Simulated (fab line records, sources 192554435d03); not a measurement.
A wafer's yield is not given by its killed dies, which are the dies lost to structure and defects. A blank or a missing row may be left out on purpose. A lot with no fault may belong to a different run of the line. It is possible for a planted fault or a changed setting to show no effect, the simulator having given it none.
A lot that was struck, set against a sound lot	flow n5Finfet	36 steps out of a route of 1938
Sound: the wafers L118.2, L118.5, L118.6. Struck: wafers L111.1, L111.4. (L111.2 of the same lot was not struck and is left out.) The cause comes at the end.
Per side, at each step with rows, come the tool, then ch with its chambers, and then its first start. Under that, the readings that differ: sound wafers	struck wafers	difference of the means	sigmas: that difference in standard deviations of wafers without a fault.
alike: readings whose means differ by less than 2 such deviations, and words and numbers that are the same on both sides. not compared: withheld readings, readings that some wafer has no value for, bounds like >300 that may hide the same value, and numbers for which the record gives no deviation and whose values overlap.
The two part at a step that has a row with sigmas, a row that says differs or no value, or rows on one side only. When numbers do not overlap yet have no deviation, they are printed without sigmas and do not part them. A reading missing from all wafers of one side parts the sides only when that side holds two or more wafers.

first, 9 steps without rows for these wafers: N5_MOL_CONTACT_COAG_PRECLEAN_127 (cleans in DIW, time 57.5 s); N5_MOL_CONTACT_COAG_SRD_128 (dry time 32 s); N5_MOL_CONTACT_COAG_CMP_52 (polishes, stops on SiO2, t overpolish 1.5 s, target thk 66.5 nm); N5_MOL_CONTACT_COAG_ANNEAL_112 (time 1800 s); N5_BEOL_M0_SAQP_PECVD_00 (deposits SiCN from 3MS/NH3, target thk 8 nm, time 14 s); N5_BEOL_M0_SAQP_ILD_DEP_01 (deposits SiOC from DEMS/O2, target thk 45.419 nm, time 8.7 s); N5_BEOL_M0_SAQP_HM_DEP_02 (deposits TiN, target thk 12 nm); N5_BEOL_M0_SAQP_PECVD_03 (deposits SiCN from 3MS/NH3, target thk 12 nm, time 21.1 s); N5_BEOL_M0_SAQP_PECVD_96 (deposits a-Si from SiH4/He, target thk 45 nm, time 45.2 s).
N5_BEOL_M0_SAQP_PECVD_97: deposits SiNx from SiH4/NH3/N2, target thk 23 nm, time 19.9 s.
  sound on pecvd-02 ch 0,1, day 10 18:03; struck on pecvd-03 ch 0,2, day 9 00:10
reading	sound	struck	difference	sigmas
model.SiNx_of_BEOL_M0_SAQP_PECVD_97.thkNm (nm)	22.8 23.6 23.2	17.8 17.8	-5.4	
  alike: heaterPowerOuterW, heaterPowerW, showerheadPlenumPTorr, throttleValvePct
then, 24 steps without rows for these wafers: N5_BEOL_M0_SAQP_PECVD_04 (deposits a-Si from SiH4/He, target thk 60 nm, time 60.2 s); N5_BEOL_M0_SAQP_HM_DEP_111 (deposits SiO2 from SiH4/N2O, target thk 12 nm, time 7.2 s); N5_BEOL_M0_SAQP_COAT_81 (time 60 s, resist thk 100 nm); N5_BEOL_M0_SAQP_COAT_82 (time 60 s, resist thk 30 nm); N5_BEOL_M0_SAQP_COAT_08 (resist thk 90 nm); N5_BEOL_M0_SAQP_EBR_10; N5_BEOL_M0_SAQP_SOFTBAKE_09 (time 60 s); N5_BEOL_M0_SAQP_EXPOSE_11 (exposes mask M0 CORE, target cd 42 nm); N5_BEOL_M0_SAQP_PEB_12 (peb time 60 s); N5_BEOL_M0_SAQP_DEVELOP_13 (develop time 30 s); N5_BEOL_M0_SAQP_DESCUM_19 (chemistry O2, time 7.9 s); N5_BEOL_M0_SAQP_ETCH_83 (etches SiARC in CF4, target depth 39 nm, time 65 s); N5_BEOL_M0_SAQP_ETCH_84 (etches SOC in N2/H2, target depth 100 nm, overetch 20 nm, time 150 s); N5_BEOL_M0_SAQP_STRIP_80 (strips in N2/H2); N5_BEOL_M0_SAQP_HM_OPEN_112 (chemistry CHF3/O2, target SiO2, stops on a-Si, target depth 12 nm, time 13.5 s); N5_BEOL_M0_SAQP_STRIP_113 (strips in CHF3/O2); N5_BEOL_M0_SAQP_MANDREL_ETCH_20 (etches a-Si in HBr/Cl2, stops on SiNx, target depth 60 nm, bt time 10 s, time 30 s); N5_BEOL_M0_SAQP_STRIP_86 (strips in N2/H2); N5_BEOL_M0_SAQP_STRIP_115 (strips in post etch residue remover, time 60 s); N5_BEOL_M0_SAQP_SRD_93 (time 30 s); N5_BEOL_M0_SAQP_RECESS_114 (chemistry HF/NH3, target SiO2, target depth 14.4 nm, afs cycles 3, sublimation time 60 s); N5_BEOL_M0_SAQP_SPACER1_ALD_98 (deposits SiO2, target thk 12.8 nm, pulse time 1 s, purge time 2 s); N5_BEOL_M0_SAQP_SPACER1_ETCHBACK_99 (etches SiO2 in CHF3/O2, target depth 15.4 nm, time 7.7 s); N5_BEOL_M0_SAQP_MANDREL1_REMOVE_100 (chemistry HBr/Cl2/O2, target a-Si, stops on SiNx, bt time 10 s).
N5_BEOL_M0_SAQP_ETCH_106: etches SOC in N2/H2, stops on SiNx, target depth 150 nm.
  sound on rieDiel-03 ch 0,1, day 10 21:02; struck on rieDiel-02 ch 1,3, day 9 03:23
reading	sound	struck	difference	sigmas
throttleValvePct (%)	17.99 18.11 18.01	17.62 17.47	-0.49	-3
model.SiNx_of_BEOL_M0_SAQP_PECVD_97.thkNm (nm)	15 16 15.4	10 10.2	-5	
  alike: biasW, drypumpMotorCurrentA, n2FlowSccm, oesProductAu, rfVppV, showerheadPlenumPTorr
  not compared: rfHoursCounterH
-- a jump in the record: the struck wafers' starts before and after are 3 days apart (it breaks off in module BEOL_M0_SAQP and resumes in module BEOL_M4, where the first step shown is number 1111 of the route) --
N5_BEOL_M4_RC_MEAS_101:
  sound on prober-02 ch 0, day 13 22:26; struck on prober-01 ch 0, day 11 21:16
  alike: DIBL_N, DIBL_P, IOFF_N, IOFF_P, ION_N, ION_P, SS_N, SS_P, VT_N, VT_P

WHERE THEY PART
At N5_BEOL_M0_SAQP_ETCH_106 and nowhere else, as far as this record goes. Later steps at which nothing parts them and some readings are alike: N5_BEOL_M4_RC_MEAS_101.

WHY: whatever the simulator had introduced
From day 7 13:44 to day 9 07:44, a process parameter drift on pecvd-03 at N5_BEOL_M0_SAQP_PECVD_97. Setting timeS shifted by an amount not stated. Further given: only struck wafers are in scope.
